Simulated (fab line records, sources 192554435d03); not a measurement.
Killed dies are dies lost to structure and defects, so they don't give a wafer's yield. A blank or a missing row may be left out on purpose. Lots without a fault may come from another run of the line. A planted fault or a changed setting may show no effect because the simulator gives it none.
Chamber matching | flow n5_finfet | N5_BEOL_M14_VIA_ETCH_16 on rie_diel-04: 3 sister chambers
The step etches SiO2 in C4F8/O2/Ar, target depth 1231.3 nm. 14 wafers are shown with their chamber, then 6 later ones without.

WAFERS WITH THEIR CHAMBER
wafer  | chamber | rf_vpp_V (V) | showerhead_plenum_p_Torr (Torr) | throttle_valve_pct (%)
L080.1 | 3       | 2301         | 3.45                            | 30.69
L080.3 | 2       | 2213         | 3.63                            | 30.86
L080.4 | 0       | 2163         | 3.50                            | 30.36
L079.1 | 0       | 2163         | 3.50                            | 30.38
L079.2 | 3       | 2302         | 3.45                            | 30.70
L079.3 | 2       | 2211         | 3.63                            | 30.85
L086.1 | 3       | 2300         | 3.44                            | 30.73
L086.2 | 2       | 2212         | 3.63                            | 30.85
L086.4 | 0       | 2161         | 3.50                            | 30.39
L088.1 | 3       | 2300         | 3.44                            | 30.70
L088.2 | 2       | 2212         | 3.62                            | 30.87
L088.4 | 0       | 2163         | 3.50                            | 30.38
L087.4 | 3       | 2301         | 3.44                            | 30.71
L087.5 | 2       | 2213         | 3.62                            | 30.85

SIGNATURES (means of the wafers above)
reading                  | chamber 0 | chamber 2 | chamber 3 | scatter within a chamber
rf_vpp_V                 | 2162.50   | 2212.20   | 2300.80   | 0.884
showerhead_plenum_p_Torr | 3.5000    | 3.6260    | 3.4440    | 0.00467
throttle_valve_pct       | 30.3775   | 30.8560   | 30.7060   | 0.0125
Rule: a wafer's distance from a chamber is the root of the sum, over the readings, of the square of ((its reading less the chamber's mean) divided by the reading's scatter). The wafer belongs to the nearest chamber; if the next one is less than 2 further off, it can't be placed. The scatter: the root of (the sum of the squares of (reading less its chamber's mean) over the shown wafers, divided by (wafers less chambers)).

WAFERS WITHOUT THEIR CHAMBER
wafer  | rf_vpp_V (V) | showerhead_plenum_p_Torr (Torr) | throttle_valve_pct (%)
L087.6 | 2299         | 3.44                            | 30.70
L094.1 | 2212         | 3.62                            | 30.87
L094.2 | 2299         | 3.43                            | 30.74
L094.5 | 2164         | 3.49                            | 30.40
L097.3 | 2210         | 3.61                            | 30.91
L097.5 | 2299         | 3.43                            | 30.74

WHICH CHAMBER EACH WENT THROUGH
wafer  | from the rows above | in truth
L087.6 | 3                   | 3
L094.1 | 2                   | 2
L094.2 | 3                   | 3
L094.5 | 0                   | 0
L097.3 | 2                   | 2
L097.5 | 3                   | 3
Placed correctly: 6 of 6. Can't be placed from these rows: 0. Placed wrongly: 0.
